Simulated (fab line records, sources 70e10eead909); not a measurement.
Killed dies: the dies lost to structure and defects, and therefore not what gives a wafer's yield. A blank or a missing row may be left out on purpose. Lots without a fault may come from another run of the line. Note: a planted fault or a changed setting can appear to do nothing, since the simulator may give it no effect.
fab line records	flow nand-harc
record: lots: 7	wafers: 21	last-day: 33
route steps=1302 shown A_SGD_CUT@896 END@1302
lots that met no fault: taken from a fault-free run of the same line
start-h: start of the lot's first displayed wafer, in hours after the record's first day	wait-h: hours from the lot's prior step to this one	" unchanged from the row above	L1.1+2: a row that stands for several wafers	- no value, or no start was given	* or withheld: withheld	< > ~ a bound
route shown NAME@n: a module of which the file shows steps, and the number in the route of the first	usual: mean/standard deviation taken from wafers without a fault	same: alike in all rows	chamber/n: place in a boat	sites: readings site by site	_std_site: how widely they spread, as a standard deviation	_edge_site: inner sites' mean taken away from outer sites' mean	radius-mm: for every site, how far away it sits from the centre of the wafer	mask NAME#n: copy n	behind: the last tool/chamber to shape the wafer	hold: the reason the lot was held/the length of the hold in hours/how it ended	device: the n, p or np transistor that did not switch	end of line: the route-end tests of the same wafers	where a step has no rows: the recipe by itself	killed: count of dies lost to structure and defects at first sort (not the wafer's yield)	map: the dies of a wafer, with x for killed, . for not killed, _ for no die there
set.NAME: the setting that was run; set.NAME@STEP: the one run at that earlier step	model.NAME: the simulator's own value behind a step, which no gauge read
lots seen at some steps along the route; tables by step, rows by wafer
services: when a tool's chamber went out of use (start-h, in hours from the record's first day, below 0 if earlier), for how many hours, and the reason
== steps ==
step: NHARC_A_SGD_CUT_SOFTBAKE_04
recipe: temp-c: 105	time-s: 55
step: NHARC_A_SGD_CUT_EBR_05
step: NHARC_A_SGD_CUT_EXPOSE_06
recipe: na: 1.35	dose-mj: 85.59	mask-id: SGD
step: NHARC_A_SGD_CUT_PEB_07
recipe: peb-temp-c: 100	peb-time-s: 65
step: NHARC_A_SGD_CUT_DEVELOP_08
recipe: develop-time-s: 35	dev-temp-c: 23
step: NHARC_A_SGD_CUT_CD_MEAS_09
recipe: target-cd-nm: 100	landing-energy-ev: 500
usual: cd-nm: 99.8/0.77
lot.wafer	tool	chamber	start-h	wait-h	cd-nm
L406.1	cd-sem-01	0	416.52	-	98.6
L406.3	"	0	"	"	99.4
L406.4	"	0	"	"	99.1
L414.1	cd-sem-01	0	505.67	-	100.9
L414.4	"	0	"	"	100.6
L414.6	"	0	"	"	99.7
L415.4	cd-sem-01	0	520.21	-	99.1
L415.5	"	0	"	"	99.2
L415.6	"	0	"	"	99.1
L417.3	cd-sem-02	0	538.59	-	101.5
L417.4	"	0	"	"	99.0
L417.5	"	0	"	"	99.8
L419.1	cd-sem-03	0	576.82	-	99.4
L419.2	"	0	"	"	99.4
L419.4	"	0	"	"	99.6
L425.3	cd-sem-01	0	623.01	-	100.9
L425.5	"	0	"	"	100.9
L425.6	"	0	"	"	100.1
L428.1	cd-sem-03	0	654.23	-	100.7
L428.4	"	0	"	"	100.3
L428.6	"	0	"	"	99.3
step: NHARC_A_SGD_CUT_OVL_MEAS_10
usual: overlay-x-nm: -0.2/0.84	overlay-y-nm: 0.5/0.78
lot.wafer	tool	chamber	start-h	wait-h	overlay-x-nm	overlay-y-nm
L406.1	overlay-02	-	416.61	-	1.9	0.1
L406.3	"	-	"	"	1.5	0.1
L406.4	"	-	"	"	1.5	-0.1
L414.1	overlay-02	-	505.76	-	0.2	-0.4
L414.4	"	-	"	"	0.6	0.3
L414.6	"	-	"	"	1.0	0.2
L415.4	overlay-01	-	520.29	-	0.0	0.4
L415.5	"	-	"	"	0.0	1.0
L415.6	"	-	"	"	0.0	0.5
L417.3	overlay-01	-	538.67	-	-1.5	0.5
L417.4	"	-	"	"	-1.4	0.8
L417.5	"	-	"	"	-1.4	0.9
L419.1	overlay-02	-	576.91	-	0.0	0.3
L419.2	"	-	"	"	0.2	-0.5
L419.4	"	-	"	"	0.0	0.5
L425.3	overlay-01	-	623.09	-	0.7	0.1
L425.5	"	-	"	"	0.6	0.3
L425.6	"	-	"	"	0.8	-0.3
L428.1	overlay-01	-	654.32	-	-0.5	0.6
L428.4	"	-	"	"	0.0	0.1
L428.6	"	-	"	"	-0.6	0.5
step: NHARC_A_SGD_CUT_INSPECT_11
usual: raw-defect-count: 55/28
lot.wafer	tool	chamber	start-h	wait-h	raw-defect-count
L406.1	defect-inspect-01	-	416.65	0.0	108
L406.3	"	-	"	"	110
L406.4	"	-	"	"	106
L414.1	defect-inspect-02	-	505.79	0.0	84
L414.4	"	-	"	"	67
L414.6	"	-	"	"	71
L415.4	defect-inspect-02	-	520.32	0.0	22
L415.5	"	-	"	"	32
L415.6	"	-	"	"	17
L417.3	defect-inspect-02	-	538.71	0.0	31
L417.4	"	-	"	"	38
L417.5	"	-	"	"	46
L419.1	defect-inspect-02	-	576.94	0.0	51
L419.2	"	-	"	"	53
L419.4	"	-	"	"	47
L425.3	defect-inspect-01	-	623.13	0.0	49
L425.5	"	-	"	"	56
L425.6	"	-	"	"	53
L428.1	defect-inspect-02	-	654.36	0.0	61
L428.4	"	-	"	"	57
L428.6	"	-	"	"	38
step: NHARC_A_SGD_CUT_DESCUM_14
recipe: time-s: 3	o2-flow-sccm: 200	ar-flow-sccm: 0	bias-power-w: 0	chemistry: O2
usual: drypump-motor-current-A: 5.7/0.42	oes-product-au: 1.000/0.011	rf-vpp-V: 57.9/0.8	showerhead-plenum-p-Torr: 1.93/0.047	throttle-valve-pct: 11.312/0.0086
lot.wafer	tool	chamber	start-h	wait-h	drypump-motor-current-A	oes-product-au	rf-hours-counter-h	rf-vpp-V	showerhead-plenum-p-Torr	throttle-valve-pct
L406.1	rie-diel-11	2	416.71	0.1	6.0	0.975	7	58.2	1.95	11.305
L406.3	"	3	"	"	5.5	1.000	7	58.9	1.96	11.300
L406.4	"	0	"	"	5.2	1.015	7	57.9	1.85	11.319
L414.4	rie-diel-11	2	505.85	0.1	6.0	0.971	2	57.2	1.95	11.312
L414.1	"	0	"	"	5.2	0.996	3	56.8	1.85	11.311
L414.6	"	2	"	"	6.0	0.981	-	57.3	1.95	11.305
L415.4	rie-diel-02	2	520.38	0.1	5.9	0.987	9	58.1	1.94	11.323
L415.5	"	2	"	"	5.9	0.984	-	58.3	1.94	11.307
L415.6	"	3	"	"	5.0	1.009	-	56.9	1.89	11.300
L417.3	rie-diel-02	0	538.79	0.1	5.8	1.003	12	59.4	1.86	11.308
L417.4	"	1	"	"	5.4	0.996	11	57.6	1.98	11.302
L417.5	"	2	"	"	5.9	0.986	-	58.1	1.94	11.300
L419.1	rie-diel-11	3	577.01	0.1	5.5	1.003	5	56.3	1.96	11.309
L419.2	"	0	"	"	5.2	1.011	6	56.6	1.85	11.317
L419.4	"	1	"	"	6.4	1.017	6	57.4	1.91	11.319
L425.3	rie-diel-11	0	623.19	0.1	5.3	0.996	0	56.3	1.85	11.304
L425.6	"	3	"	"	5.6	1.014	-	58.3	1.96	11.309
L425.5	"	0	"	"	5.3	0.996	-	56.5	1.85	11.300
L428.4	rie-diel-02	2	654.43	0.1	5.9	0.986	6	58.6	1.94	11.301
L428.1	"	3	"	"	5.0	1.005	6	58.8	1.89	11.323
L428.6	"	1	"	"	5.4	1.011	-	59.1	1.98	11.306
step: NHARC_A_SGD_CUT_ETCH_58
recipe: target-depth-a: 390	over-etch-frac: 0.3	time-s: 65	ion-energy-ev: 80	cf4-flow-sccm: 150	ar-flow-sccm: 0	rf-w: 300	bias-w: 100	chemistry: CF4
usual: bias-w: 99.98/0.28	cf4-flow-sccm: 149.9/0.46	drypump-motor-current-A: 5.7/0.41	oes-product-au: 1.001/0.011	rf-vpp-V: 151.3/1	showerhead-plenum-p-Torr: 1.78/0.041	throttle-valve-pct: 13.284/0.0098
lot.wafer	tool	chamber	start-h	wait-h	bias-w	cf4-flow-sccm	drypump-motor-current-A	oes-product-au	rf-hours-counter-h	rf-vpp-V	showerhead-plenum-p-Torr	throttle-valve-pct
L406.4	rie-diel-11	3	416.79	0.1	100.04	150.1	5.5	0.992	7	150.0	1.81	13.286
L406.1	"	0	"	"	99.74	149.9	5.3	1.011	7	149.2	1.71	13.281
L406.3	"	2	"	"	100.21	150.2	6.0	0.981	7	151.6	1.80	13.276
L414.1	rie-diel-11	2	505.94	0.1	100.46	150.1	6.0	0.987	2	151.2	1.80	13.275
L414.4	"	3	"	"	100.19	149.8	5.5	0.994	2	152.4	1.81	13.280
L414.6	"	2	"	"	100.49	149.9	6.0	0.983	-	153.0	1.80	13.287
L415.4	rie-diel-02	1	520.47	0.1	100.24	150.2	5.4	1.017	10	152.1	1.83	13.286
L415.6	"	1	"	"	99.83	150.0	5.4	1.012	-	152.1	1.83	13.284
L415.5	"	2	"	"	99.95	150.1	5.9	0.989	-	150.1	1.79	13.295
L417.3	rie-diel-02	2	538.87	0.1	99.69	150.7	5.9	1.000	11	152.0	1.79	13.276
L417.4	"	3	"	"	100.13	149.2	4.9	1.020	13	150.9	1.75	13.292
L417.5	"	1	"	"	99.47	150.2	5.4	1.021	-	152.0	1.83	13.287
L419.2	rie-diel-11	1	577.10	0.1	99.84	149.7	6.3	1.008	6	152.2	1.77	13.303
L419.1	"	2	"	"	100.19	150.8	6.1	0.980	6	152.3	1.80	13.280
L419.4	"	3	"	"	100.04	150.8	5.6	1.017	5	150.6	1.81	13.293
L425.3	rie-diel-11	1	623.28	0.1	100.12	150.2	6.3	1.004	0	150.1	1.77	13.302
L425.6	"	0	"	"	99.77	150.6	5.3	1.008	-	148.6	1.71	13.287
L425.5	"	1	"	"	99.97	150.6	6.3	1.006	-	151.1	1.77	13.273
L428.1	rie-diel-02	0	654.50	0.1	100.16	150.3	5.8	1.001	5	150.3	1.72	13.284
L428.4	"	2	"	"	100.44	150.0	5.9	0.993	6	151.2	1.79	13.285
L428.6	"	1	"	"	99.80	150.6	5.5	1.000	-	152.4	1.82	13.282
step: NHARC_A_SGD_CUT_ETCH_59
recipe: target-depth-a: 2600	over-etch-frac: 0.25	time-s: 406.25	ion-energy-ev: 200	n2-flow-sccm: 150	h2-flow-sccm: 150	ar-flow-sccm: 0	rf-w: 400	bias-w: 150	chemistry: N2/H2
usual: bias-w: 150.0/0.42	chamber-pressure-mTorr: 29.998/0.027	drypump-motor-current-A: 5.7/0.42	oes-product-au: 1.000/0.011	rf-vpp-V: 430.9/1.6	showerhead-plenum-p-Torr: 2.05/0.05	throttle-valve-pct: 14.171/0.0097
lot.wafer	tool	chamber	start-h	wait-h	bias-w	chamber-pressure-mTorr	drypump-motor-current-A	oes-product-au	rf-hours-counter-h	rf-vpp-V	showerhead-plenum-p-Torr	throttle-valve-pct
L406.1	rie-diel-11	1	-	-	150.5	30.073	6.3	1.013	7	429.7	2.04	14.174
L406.4	"	3	"	"	150.1	29.965	5.5	0.994	7	433.2	2.09	14.163
L406.3	"	0	"	"	149.7	29.972	5.2	1.019	7	427.9	1.97	14.166
L414.4	rie-diel-11	3	-	-	150.2	30.019	5.6	1.007	3	431.2	2.09	14.182
L414.1	"	0	"	"	150.2	30.010	5.3	0.992	3	429.7	1.97	14.174
L414.6	"	3	"	"	150.2	30.030	5.5	0.994	-	431.0	2.09	14.179
L415.4	rie-diel-02	2	-	-	150.1	29.949	5.9	0.981	9	432.8	2.07	14.164
L415.5	"	1	"	"	150.4	29.989	5.5	1.023	-	433.2	2.11	14.157
L415.6	"	2	"	"	150.4	30.013	5.9	0.982	-	432.2	2.07	14.168
L417.3	rie-diel-02	3	-	-	149.5	29.958	5.0	1.000	13	429.2	2.01	14.176
L417.4	"	1	"	"	150.2	30.004	5.5	1.003	12	432.6	2.11	14.184
L417.5	"	3	"	"	149.6	29.956	4.9	1.011	-	429.6	2.01	14.182
L419.4	rie-diel-11	2	-	-	150.2	30.034	6.0	0.982	6	431.3	2.08	14.182
L419.2	"	3	"	"	150.6	30.014	5.5	0.991	5	430.6	2.09	14.172
L419.1	"	1	"	"	150.3	30.041	6.3	1.002	6	431.5	2.04	14.163
L425.3	rie-diel-11	3	-	-	150.4	30.005	5.5	1.005	1	431.7	2.09	14.157
L425.5	"	1	"	"	150.1	30.012	6.4	0.999	-	431.2	2.04	14.177
L425.6	"	2	"	"	150.9	30.001	6.0	0.993	-	431.9	2.08	14.186
L428.4	rie-diel-02	1	-	-	150.2	30.029	5.4	1.006	5	430.0	2.11	14.154
L428.1	"	2	"	"	149.4	30.023	5.9	0.994	6	431.7	2.07	14.180
L428.6	"	1	"	"	150.4	30.063	5.4	1.021	-	431.6	2.11	14.169
step: NHARC_A_SGD_CUT_ETCH_15
recipe: target-depth-a: 750	time-s: 64.3	ch3f-flow-sccm: 50	o2-flow-sccm: 30	ar-flow-sccm: 200	rf-w: 500	bias-w: 100	chemistry: CH3F/O2
usual: bias-w: 99.93/0.29	ch3f-flow-sccm: 49.98/0.13	drypump-motor-current-A: 5.7/0.42	oes-product-au: 0.959/0.018	rf-vpp-V: 264.1/1.2	showerhead-plenum-p-Torr: 2.47/0.058	throttle-valve-pct: 20.663/0.0083
lot.wafer	tool	chamber	start-h	wait-h	bias-w	ch3f-flow-sccm	drypump-motor-current-A	oes-product-au	rf-hours-counter-h	rf-vpp-V	showerhead-plenum-p-Torr	throttle-valve-pct
L406.1	rie-diel-11	1	-	-	99.70	49.82	6.3	0.974	7	263.6	2.46	20.669
L406.3	"	3	"	"	99.45	49.95	5.5	0.960	7	265.2	2.52	20.673
L406.4	"	0	"	"	100.11	49.88	5.2	0.976	7	261.7	2.38	20.672
L414.4	rie-diel-11	3	-	-	100.14	50.06	5.5	0.947	3	264.9	2.51	20.658
L414.1	"	0	"	"	99.57	50.12	5.2	0.963	4	264.2	2.38	20.676
L414.6	"	3	"	"	100.02	49.85	5.5	0.945	-	264.2	2.51	20.652
L415.4	rie-diel-02	2	-	-	99.77	49.90	5.9	0.958	10	263.2	2.49	20.668
L415.6	"	2	"	"	99.65	49.97	5.9	0.944	-	264.9	2.50	20.662
L415.5	"	3	"	"	99.91	49.86	4.9	0.972	-	263.9	2.43	20.662
L417.3	rie-diel-02	2	-	-	99.72	49.99	5.9	0.952	11	264.2	2.49	20.667
L417.4	"	3	"	"	99.67	50.04	5.0	0.978	13	263.2	2.43	20.688
L417.5	"	0	"	"	99.68	49.79	5.8	0.975	-	262.7	2.39	20.664
L419.1	rie-diel-11	1	-	-	100.61	49.84	6.3	0.974	6	265.1	2.46	20.667
L419.4	"	2	"	"	100.02	50.09	6.0	0.944	6	264.0	2.51	20.668
L419.2	"	0	"	"	99.83	49.86	5.2	0.997	6	262.3	2.38	20.650
L425.3	rie-diel-11	3	-	-	100.00	49.83	5.5	0.939	1	265.5	2.51	20.661
L425.5	"	1	"	"	99.91	49.91	6.3	0.948	-	264.1	2.46	20.656
L425.6	"	2	"	"	99.98	50.03	6.0	0.938	-	263.7	2.51	20.659
L428.4	rie-diel-02	2	-	-	100.53	49.81	5.9	0.922	6	264.3	2.49	20.659
L428.1	"	0	"	"	99.87	50.34	5.8	0.929	6	262.3	2.38	20.660
L428.6	"	1	"	"	99.25	49.89	5.4	0.934	-	264.1	2.54	20.659
step: NHARC_A_SGD_CUT_ETCH_16
recipe: target-depth-a: 3105	time-s: 155.2	c4f8-flow-sccm: withheld	o2-flow-sccm: 8	ar-flow-sccm: withheld	rf-w: 600	bias-w: 800	chemistry: C4F8/O2/Ar
usual: bias-w: 800.1/2.2	chamber-pressure-mTorr: 24.995/0.023	oes-product-au: 0.971/0.015	rf-vpp-V: 723.7/2.5
lot.wafer	tool	chamber	start-h	wait-h	bias-w	chamber-pressure-mTorr	oes-product-au	rf-hours-counter-h	rf-vpp-V
L406.3	rie-diel-11	3	417.29	-	802.3	24.983	0.962	7	726.8
L406.4	"	0	"	"	795.7	24.955	0.982	7	719.0
L406.1	"	1	"	"	801.3	24.958	0.994	7	723.3
L414.4	rie-diel-11	2	506.45	-	-	-	-	-	-
L414.1	"	3	"	"	-	-	-	-	-
L414.6	"	1	"	"	-	-	-	-	-
L415.4	rie-diel-02	3	520.95	-	-	-	-	-	-
L415.5	"	3	"	"	-	-	-	-	-
L415.6	"	0	"	"	-	-	-	-	-
L417.4	rie-diel-02	0	539.35	-	-	-	-	-	-
L417.3	"	2	"	"	-	-	-	-	-
L417.5	"	3	"	"	-	-	-	-	-
L419.2	rie-diel-11	0	577.58	-	799.9	25.014	0.976	6	719.1
L419.4	"	1	"	"	799.1	24.991	0.992	6	724.0
L419.1	"	2	"	"	797.9	24.959	0.953	6	725.3
L425.3	rie-diel-11	1	623.77	-	800.0	25.017	0.965	1	724.6
L425.6	"	0	"	"	801.1	24.998	0.982	-	718.1
L425.5	"	1	"	"	799.6	25.020	0.977	-	722.7
L428.1	rie-diel-02	2	655.00	-	797.0	24.967	0.944	6	723.0
L428.4	"	0	"	"	804.2	24.979	0.940	6	720.1
L428.6	"	2	"	"	794.5	25.002	0.934	-	724.8
step: NHARC_A_SGD_CUT_STRIP_60
recipe: c4f8-flow-sccm: withheld	o2-flow-sccm: 8	ar-flow-sccm: withheld	bias-w: 0	chemistry: C4F8/O2/Ar
step: NHARC_END_SORT_01
recipe: temp-c: 25
usual: killed-at-array: 53/19	killed-at-other: 0.7/1.1	killed-at-periphery: 4.2/2.7	killed-dies: 58/18	killed-open: 3.1/1.9	killed-short: 2.5/1.6
same: gross-dies: 677
lot.wafer	tool	chamber	start-h	wait-h	hold	killed-at-array	killed-at-other	killed-at-periphery	killed-dies	killed-open	killed-short
L406.1	prober-02	0	542.82	2.5	-	59	0	8	67	3	3
L406.3	prober-02	0	544.44	3.1	-	55	0	2	57	2	2
L406.4	prober-02	0	545.25	3.4	-	60	0	1	61	1	2
L414.1	prober-02	0	636.37	2.5	await-dispo/2.0h/scrap	668	4	5	677	6	2
L414.4	prober-02	0	638.76	3.4	await-dispo/2.0h/scrap	670	3	4	677	3	2
L414.6	prober-02	0	640.36	4.0	await-dispo/2.0h/scrap	664	3	10	677	6	4
L415.4	prober-01	0	654.36	3.4	await-dispo/1.8h/scrap	669	2	6	677	3	6
L415.5	prober-01	0	655.17	3.7	await-dispo/1.8h/scrap	672	0	5	677	0	3
L415.6	prober-01	0	655.98	4.0	await-dispo/1.8h/scrap	673	0	4	677	2	4
L417.3	prober-02	0	671.82	3.1	await-dispo/5.1h/scrap	674	0	3	677	6	2
L417.4	prober-02	0	672.61	3.4	await-dispo/5.1h/scrap	676	0	1	677	4	5
L417.5	prober-02	0	673.41	3.7	await-dispo/5.1h/scrap	673	1	3	677	2	3
L425.3	prober-01	0	744.48	3.1	-	42	0	1	43	4	2
L425.5	prober-01	0	746.09	3.7	-	57	0	0	57	3	3
L425.6	prober-01	0	746.89	4.0	-	33	0	0	33	2	1
killed by level:class
L406.1 A_CHANNEL_HOLE_D2:chamber-film-flake=26 A_CHANNEL_HOLE_D1:chamber-film-flake=20 A_CONTACT:chamber-film-flake=5 P_GATE:chamber-film-flake=3 P_CONTACT:chamber-film-flake=3 A_SGD_CUT:geometric-particle:short=2 A_STAIRCASE:chamber-film-flake=2 P_M0:geometric-particle:open=1
L406.3 A_CHANNEL_HOLE_D2:chamber-film-flake=28 A_CHANNEL_HOLE_D1:chamber-film-flake=16 A_CONTACT:chamber-film-flake=5 P_GATE:geometric-particle:open=1 A_ONON_D1:geometric-particle:open=1 A_ONON_D1:geometric-particle:short=1 A_ONON_D2:geometric-particle:short=1 P_CONTACT:chamber-film-flake=1
L406.4 A_CHANNEL_HOLE_D1:chamber-film-flake=29 A_CHANNEL_HOLE_D2:chamber-film-flake=19 A_CONTACT:chamber-film-flake=6 A_ONON_D1:geometric-particle:short=1 A_CHANNEL_FILL_D1:geometric-particle:open=1 A_WL_FILL:geometric-particle:short=1 P_CONTACT:chamber-film-flake=1 A_STAIRCASE:chamber-film-flake=1
L414.1 A_SGD_CUT:area-etch=623 A_CHANNEL_HOLE_D1:chamber-film-flake=20 A_CHANNEL_HOLE_D2:chamber-film-flake=17 THIN_TSV:chamber-film-flake=4 A_CHANNEL_FILL_D2:geometric-particle:open=2 A_STAIRCASE:chamber-film-flake=2 P_GATE:geometric-particle:open=1 P_M0:geometric-particle:open=1
L414.4 A_SGD_CUT:area-etch=625 A_CHANNEL_HOLE_D1:chamber-film-flake=27 A_CHANNEL_HOLE_D2:chamber-film-flake=10 THIN_TSV:chamber-film-flake=3 P_STI:chamber-film-flake=2 P_CONTACT:geometric-particle:open=1 A_ONON_D1:geometric-particle:short=1 A_CHANNEL_FILL_D1:geometric-particle:open=1
L414.6 A_SGD_CUT:area-etch=603 A_CHANNEL_HOLE_D1:chamber-film-flake=35 A_CHANNEL_HOLE_D2:chamber-film-flake=8 P_GATE:chamber-film-flake=6 A_CONTACT:chamber-film-flake=6 A_CHANNEL_FILL_D1:geometric-particle:short=3 THIN_TSV:chamber-film-flake=3 P_ZERO_WELL:chamber-film-flake=2
L415.4 A_SGD_CUT:area-etch=615 A_SLIT:chamber-film-flake=27 A_CHANNEL_HOLE_D2:chamber-film-flake=15 A_CHANNEL_HOLE_D1:chamber-film-flake=3 A_WL_FILL:chamber-film-flake=3 P_CONTACT:chamber-film-flake=2 THIN_TSV:chamber-film-flake=2 P_STI:geometric-particle:open=1
L415.5 A_SGD_CUT:area-etch=620 A_SLIT:chamber-film-flake=25 A_CHANNEL_HOLE_D2:chamber-film-flake=15 A_CHANNEL_FILL_D1:chamber-film-flake=4 P_GATE:chamber-film-flake=2 P_CONTACT:chamber-film-flake=2 A_CHANNEL_HOLE_D1:chamber-film-flake=2 A_WL_FILL:chamber-film-flake=2
L415.6 A_SGD_CUT:area-etch=621 A_SLIT:chamber-film-flake=30 A_CHANNEL_HOLE_D2:chamber-film-flake=8 A_WL_FILL:chamber-film-flake=5 A_CHANNEL_HOLE_D1:chamber-film-flake=3 A_STAIRCASE:chamber-film-flake=2 P_GATE:geometric-particle:short=1 P_GATE:geometric-particle:open=1
L417.3 A_SGD_CUT:area-etch=615 A_SLIT:chamber-film-flake=30 A_CHANNEL_HOLE_D2:chamber-film-flake=12 A_CHANNEL_HOLE_D1:chamber-film-flake=7 A_M0:geometric-particle:open=4 A_STAIRCASE:chamber-film-flake=3 P_M0:geometric-particle:open=1 A_ONON_D2:geometric-particle:open=1
L417.4 A_SGD_CUT:area-etch=627 A_SLIT:chamber-film-flake=21 A_CHANNEL_HOLE_D1:chamber-film-flake=6 A_CHANNEL_HOLE_D2:chamber-film-flake=6 A_STAIRCASE:chamber-film-flake=4 A_ONON_D1:geometric-particle:short=1 A_CHANNEL_FILL_D1:geometric-particle:short=1 A_ONON_D2:geometric-particle:open=1
L417.5 A_SGD_CUT:area-etch=624 A_SLIT:chamber-film-flake=22 A_CHANNEL_HOLE_D2:chamber-film-flake=15 A_CHANNEL_HOLE_D1:chamber-film-flake=4 A_ONON_D1:geometric-particle:short=2 P_M1:chamber-film-flake=2 A_CHANNEL_FILL_D2:chamber-film-flake=2 P_GATE:geometric-particle:open=1
L425.3 A_CHANNEL_HOLE_D1:chamber-film-flake=16 A_STAIRCASE:chamber-film-flake=4 A_SLIT:chamber-film-flake=4 A_CONTACT:chamber-film-flake=4 A_SGD_CUT:chamber-film-flake=3 A_WL_FILL:chamber-film-flake=3 P_GATE:geometric-particle:open=1 A_DECK1_JOINT:geometric-particle:open=1
L425.5 A_CHANNEL_HOLE_D1:chamber-film-flake=33 A_CONTACT:chamber-film-flake=5 A_SLIT:chamber-film-flake=4 A_WL_FILL:chamber-film-flake=4 A_STAIRCASE:chamber-film-flake=2 A_SGD_CUT:chamber-film-flake=2 A_ONON_D1:geometric-particle:open=1 A_CHANNEL_HOLE_D1:geometric-particle:open=1
L425.6 A_CHANNEL_HOLE_D1:chamber-film-flake=15 A_CONTACT:chamber-film-flake=5 A_SGD_CUT:chamber-film-flake=3 A_WL_FILL:chamber-film-flake=3 A_DECK1_JOINT:geometric-particle:short=1 A_WL_FILL:geometric-particle:open=1 A_M0:geometric-particle:open=1 A_SLIT:chamber-film-flake=1
map L414.1 (x killed, . not)
____________x____________
_________xxxxxxx_________
_______xxxxxxxxxxx_______
______xxxxxxxxxxxxx______
_____xxxxxxxxxxxxxxx_____
____xxxxxxxxxxxxxxxxx____
____xxxxxxxxxxxxxxxxx____
___xxxxxxxxxxxxxxxxxxx___
___xxxxxxxxxxxxxxxxxxx___
__xxxxxxxxxxxxxxxxxxxxx__
__xxxxxxxxxxxxxxxxxxxxx__
_xxxxxxxxxxxxxxxxxxxxxxx_
_xxxxxxxxxxxxxxxxxxxxxxx_
_xxxxxxxxxxxxxxxxxxxxxxx_
_xxxxxxxxxxxxxxxxxxxxxxx_
_xxxxxxxxxxxxxxxxxxxxxxx_
xxxxxxxxxxxxxxxxxxxxxxxxx
xxxxxxxxxxxxxxxxxxxxxxxxx
xxxxxxxxxxxxxxxxxxxxxxxxx
xxxxxxxxxxxxxxxxxxxxxxxxx
xxxxxxxxxxxxxxxxxxxxxxxxx
_xxxxxxxxxxxxxxxxxxxxxxx_
_xxxxxxxxxxxxxxxxxxxxxxx_
_xxxxxxxxxxxxxxxxxxxxxxx_
_xxxxxxxxxxxxxxxxxxxxxxx_
_xxxxxxxxxxxxxxxxxxxxxxx_
__xxxxxxxxxxxxxxxxxxxxx__
__xxxxxxxxxxxxxxxxxxxxx__
___xxxxxxxxxxxxxxxxxxx___
___xxxxxxxxxxxxxxxxxxx___
____xxxxxxxxxxxxxxxxx____
____xxxxxxxxxxxxxxxxx____
_____xxxxxxxxxxxxxxx_____
______xxxxxxxxxxxxx______
_______xxxxxxxxxxx_______
_________xxxxxxx_________
____________x____________
map L415.4 (x killed, . not)
____________x____________
_________xxxxxxx_________
_______xxxxxxxxxxx_______
______xxxxxxxxxxxxx______
_____xxxxxxxxxxxxxxx_____
____xxxxxxxxxxxxxxxxx____
____xxxxxxxxxxxxxxxxx____
___xxxxxxxxxxxxxxxxxxx___
___xxxxxxxxxxxxxxxxxxx___
__xxxxxxxxxxxxxxxxxxxxx__
__xxxxxxxxxxxxxxxxxxxxx__
_xxxxxxxxxxxxxxxxxxxxxxx_
_xxxxxxxxxxxxxxxxxxxxxxx_
_xxxxxxxxxxxxxxxxxxxxxxx_
_xxxxxxxxxxxxxxxxxxxxxxx_
_xxxxxxxxxxxxxxxxxxxxxxx_
xxxxxxxxxxxxxxxxxxxxxxxxx
xxxxxxxxxxxxxxxxxxxxxxxxx
xxxxxxxxxxxxxxxxxxxxxxxxx
xxxxxxxxxxxxxxxxxxxxxxxxx
xxxxxxxxxxxxxxxxxxxxxxxxx
_xxxxxxxxxxxxxxxxxxxxxxx_
_xxxxxxxxxxxxxxxxxxxxxxx_
_xxxxxxxxxxxxxxxxxxxxxxx_
_xxxxxxxxxxxxxxxxxxxxxxx_
_xxxxxxxxxxxxxxxxxxxxxxx_
__xxxxxxxxxxxxxxxxxxxxx__
__xxxxxxxxxxxxxxxxxxxxx__
___xxxxxxxxxxxxxxxxxxx___
___xxxxxxxxxxxxxxxxxxx___
____xxxxxxxxxxxxxxxxx____
____xxxxxxxxxxxxxxxxx____
_____xxxxxxxxxxxxxxx_____
______xxxxxxxxxxxxx______
_______xxxxxxxxxxx_______
_________xxxxxxx_________
____________x____________
== services ==
tool	chamber	start-h	hours	kind
rie-diel-02	-	393.75	9.0	pm
rie-diel-11	-	408.27	0.4	repair
rie-diel-11	0	411.53	-	clean
rie-diel-11	1	411.53	-	clean
rie-diel-11	2	411.53	-	clean
rie-diel-11	3	411.53	-	clean
rie-diel-11	1	418.82	2.0	repair
rie-diel-02	1	426.04	2.2	repair
rie-diel-02	2	430.09	14.6	repair
rie-diel-11	-	432.56	9.0	pm
rie-diel-11	0	432.56	9.0	vent-cycle
rie-diel-11	1	432.56	9.0	vent-cycle
rie-diel-11	2	432.56	9.0	vent-cycle
rie-diel-11	3	432.56	9.0	vent-cycle
rie-diel-02	1	436.58	1.5	repair
rie-diel-02	0	461.74	5.5	repair
rie-diel-11	2	472.82	3.8	repair
rie-diel-11	3	495.00	10.1	repair
rie-diel-11	1	548.59	10.7	repair
rie-diel-11	3	552.14	9.7	repair
rie-diel-11	0	557.83	9.0	repair
rie-diel-02	-	570.75	9.0	pm
rie-diel-11	-	609.56	9.0	pm
rie-diel-02	3	612.13	7.0	repair
== key ==
first-sign: step: NHARC_A_SGD_CUT_ETCH_16	reading: tool-record	direction: missing
effect: step: NHARC_END_SORT_01	reading: killed-dies	direction: up	sigmas: 34	usual: 58	struck: 677
more-kills-born-at: NHARC_A_SGD_CUT_ETCH_16@rie-diel-02: 3722	NHARC_A_SGD_CUT_ETCH_16@rie-diel-11: 1851
met-at NHARC_A_SGD_CUT_ETCH_16
struck-wafers L414.1,L414.4,L414.6,L415.4,L415.5,L415.6,L417.3,L417.4,L417.5
later-rows-left-out L414.1,L414.4,L414.6,L415.4,L415.5,L415.6,L417.3,L417.4,L417.5
tester-left-out L414,L415,L417
onset-between 417.29 506.45
fault: kind: skipped-step-whole	tool: rie-diel-02,rie-diel-11	chamber: -	onset-h: 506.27	steps: NHARC_A_SGD_CUT_ETCH_16	scope: struck-lots-only
tester-left-out: of these lots the tester's yield and bins aren't shown, on N5 and GAA mostly nor the transistor test; their killed dies are dies lost to structure and defects alone, not to doping, threshold or leakage, so they don't give the yield
later-rows-left-out: the simulator's readings of these wafers behind a module that went badly wrong aren't trusted and aren't shown, but for the sort
